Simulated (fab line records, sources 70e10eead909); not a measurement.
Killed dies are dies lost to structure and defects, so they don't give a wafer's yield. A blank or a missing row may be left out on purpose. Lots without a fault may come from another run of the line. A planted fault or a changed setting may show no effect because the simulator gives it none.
Chamber matching | flow nand_harc | NHARC_A_BONDPAD_CMP_19 on cmp-03: 4 sister chambers
The step polishes, t overpolish 30 s, cu recess touch 16 s, target thk 169.8 nm. 14 wafers are shown with their chamber, then 7 later ones without.

WAFERS WITH THEIR CHAMBER
wafer  | chamber | motor_current_A (A) | overpolish_run_s (s) | slurry_filter_dp_kPa (kPa)
L075.1 | 0       | 11.1                | 30.000               | 13.39
L075.4 | 2       | 10.7                | 29.994               | 13.60
L075.5 | 2       | 10.7                | 29.982               | 13.41
L077.1 | 0       | 11.6                | 29.983               | 13.42
L077.2 | 2       | 11.3                | 30.009               | 13.47
L077.3 | 3       | 11.2                | 30.019               | 13.60
L078.1 | 1       | 11.8                | 30.012               | 13.58
L078.5 | 2       | 11.5                | 29.986               | 13.53
L078.6 | 3       | 11.5                | 30.004               | 13.59
L084.2 | 3       | 11.2                | 30.003               | 13.24
L084.3 | 2       | 10.7                | 30.006               | 13.67
L084.4 | 0       | 11.8                | 30.009               | 13.66
L088.2 | 1       | 11.8                | 29.997               | 13.40
L088.4 | 2       | 11.2                | 30.009               | 13.64

SIGNATURES (means of the wafers above)
reading              | chamber 0 | chamber 1 | chamber 2 | chamber 3 | scatter within a chamber
motor_current_A      | 11.500    | 11.800    | 11.017    | 11.300    | 0.311
overpolish_run_s     | 29.99733  | 30.00450  | 29.99767  | 30.00867  | 0.0116
slurry_filter_dp_kPa | 13.4900   | 13.4900   | 13.5533   | 13.4767   | 0.14
Rule: a wafer's distance from a chamber is the root of the sum, over the readings, of the square of ((its reading less the chamber's mean) divided by the reading's scatter). The wafer belongs to the nearest chamber; if the next one is less than 2 further off, it can't be placed. The scatter: the root of (the sum of the squares of (reading less its chamber's mean) over the shown wafers, divided by (wafers less chambers)).

WAFERS WITHOUT THEIR CHAMBER
wafer  | motor_current_A (A) | overpolish_run_s (s) | slurry_filter_dp_kPa (kPa)
L088.5 | 12.3                | 30.004               | 13.56
L087.2 | 10.8                | 29.996               | 13.49
L087.4 | 11.8                | 29.998               | 13.31
L087.5 | 11.5                | 30.004               | 13.54
L096.1 | 11.0                | 30.006               | 13.50
L096.2 | 12.1                | 30.001               | 13.52
L096.4 | 10.7                | 30.003               | 13.39

WHICH CHAMBER EACH WENT THROUGH
wafer  | from the rows above               | in truth
L088.5 | can't be placed: 1 or 0 or 3      | 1
L087.2 | can't be placed: 2 or 3 or 0      | 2
L087.4 | can't be placed: 1 or 0 or 3 or 2 | 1
L087.5 | can't be placed: 0 or 3 or 1 or 2 | 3
L096.1 | can't be placed: 2 or 3 or 0 or 1 | 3
L096.2 | can't be placed: 1 or 0 or 3      | 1
L096.4 | can't be placed: 2 or 3 or 0 or 1 | 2
Placed correctly: 0 of 7. Can't be placed from these rows: 7 (the true chamber is among the candidates in 7). Placed wrongly: 0.
